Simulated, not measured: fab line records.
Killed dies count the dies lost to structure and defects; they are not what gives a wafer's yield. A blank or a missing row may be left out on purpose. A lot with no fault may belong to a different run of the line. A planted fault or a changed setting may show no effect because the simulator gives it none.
Which of the tools did it?	flow nand_harc	11 lots with 31 wafers sampled at 2 steps, on a route of 1302 steps

## WHAT THE GAUGES READ, wafer by wafer
NHARC_A_CHANNEL_HOLE_D2_CD_MEAS_18. Usual: cd_nm 99.6 nm, standard deviation 2.4.
lot	measured	on	cd_nm (nm)	flag
L739	day 14 00:41	cd_sem-03	99.9 100.0 96.1	
L740	day 14 13:49	cd_sem-03	97.2 96.4 100.0	
L741	day 14 15:38	cd_sem-02	97.4 99.3 99.8	
L742	day 15 18:07	cd_sem-03	98.1 97.3 96.4	
L745	day 16 10:29	cd_sem-03	96.3 97.4 95.9	
L746	day 16 10:47	cd_sem-02	101.9 102.1 103.8	
L752	day 19 07:22	cd_sem-01	100.8	
L754	day 19 18:10	cd_sem-02	97.5 97.8 102.5	
L757	day 20 17:25	cd_sem-03	100.0 97.1 99.7	
L761	day 23 01:10	cd_sem-03	102.9 101.8 104.7	
L760	day 23 01:34	cd_sem-03	103.6 102.8 99.0	

## WHICH TOOL RAN EACH LOT (tool, then ch and the chambers of the sampled wafers, then the start)
lot	NHARC_A_CHANNEL_HOLE_D2_DESCUM_15
L739	rie_diel-03 ch 0,1,3, day 13 23:35
L740	rie_diel-03 ch 1,2,3, day 14 12:43
L741	rie_diel-02 ch 0,1, day 14 14:32
L742	rie_diel-11 ch 1,2, day 15 17:00
L745	rie_diel-03 ch 0,2, day 16 09:24
L746	rie_diel-02 ch 0,1, day 16 09:41
L752	rie_diel-02 ch 3, day 19 05:40
L754	rie_diel-11 ch 2,3, day 19 17:04
L757	rie_diel-03 ch 0,3, day 20 16:19
L761	rie_diel-02 ch 1,3, day 23 00:04
L760	rie_diel-11 ch 1,2,3, day 23 00:28
- NHARC_A_CHANNEL_HOLE_D2_DESCUM_15: chemistry O2, time 3 s.

## WHAT THE TOOLS THEMSELVES READ (means of the sampled wafers that have a number; where no wafer has one, the mark that the record gives instead)
NHARC_A_CHANNEL_HOLE_D2_DESCUM_15. Usual: drypump_motor_current_A 5.8 A, standard deviation 0.58; o2_flow_sccm 200.1 sccm, standard deviation 0.57; oes_product_au 0.998 a.u., standard deviation 0.0098; rf_vpp_V 57.8 V, standard deviation 0.81; showerhead_plenum_p_Torr 1.89 Torr, standard deviation 0.058; throttle_valve_pct 11.312 %, standard deviation 0.0083.
lot	tool	drypump_motor_current_A (A)	o2_flow_sccm (sccm)	oes_product_au (a.u.)	rf_vpp_V (V)	showerhead_plenum_p_Torr (Torr)	throttle_valve_pct (%)	flag
L739	rie_diel-03	6.4	200.1	0.997	58.3	1.88	11.309	
L740	rie_diel-03	5.9	199.9	0.998	58.3	1.87	11.307	
L741	rie_diel-02	5.5	200.4	1.008	58.3	1.95	11.327	
L742	rie_diel-11	5.1	199.5	1.003	57.3	1.86	11.323	
L745	rie_diel-03	5.7	199.8	1.005	57.9	1.91	11.313	
L746	rie_diel-02	5.6	200.0	1.008	57.5	1.96	11.316	
L752	rie_diel-02	5.9	199.8	0.983	59.1	1.95	11.303	
L754	rie_diel-11	5.4	200.8	1.002	58.2	1.87	11.313	
L757	rie_diel-03	6.7	199.8	0.993	57.7	1.92	11.321	
L761	rie_diel-02	5.8	200.0	0.996	57.6	1.96	11.315	
L760	rie_diel-11	5.4	200.1	0.997	58.5	1.89	11.313	

## THE ANSWER, worked out from the rows above alone
Rule: a lot is off if the mean of its wafers that have a number lies more than 3 standard deviations from the usual mean. Also off: a lot with no number at a reading for which 4 or more lots have one. Any other lot the step has rows for is counted as sound. First the gauges in route order, then the tools' own readings, where a lot's mean is used as printed above. At the first step where some lot is off, the reading lying furthest off is the one used; lots without a number count as furthest.
Nothing can be told from this: no lot is off at any reading shown.

## WHAT THE SIMULATOR PUT IN
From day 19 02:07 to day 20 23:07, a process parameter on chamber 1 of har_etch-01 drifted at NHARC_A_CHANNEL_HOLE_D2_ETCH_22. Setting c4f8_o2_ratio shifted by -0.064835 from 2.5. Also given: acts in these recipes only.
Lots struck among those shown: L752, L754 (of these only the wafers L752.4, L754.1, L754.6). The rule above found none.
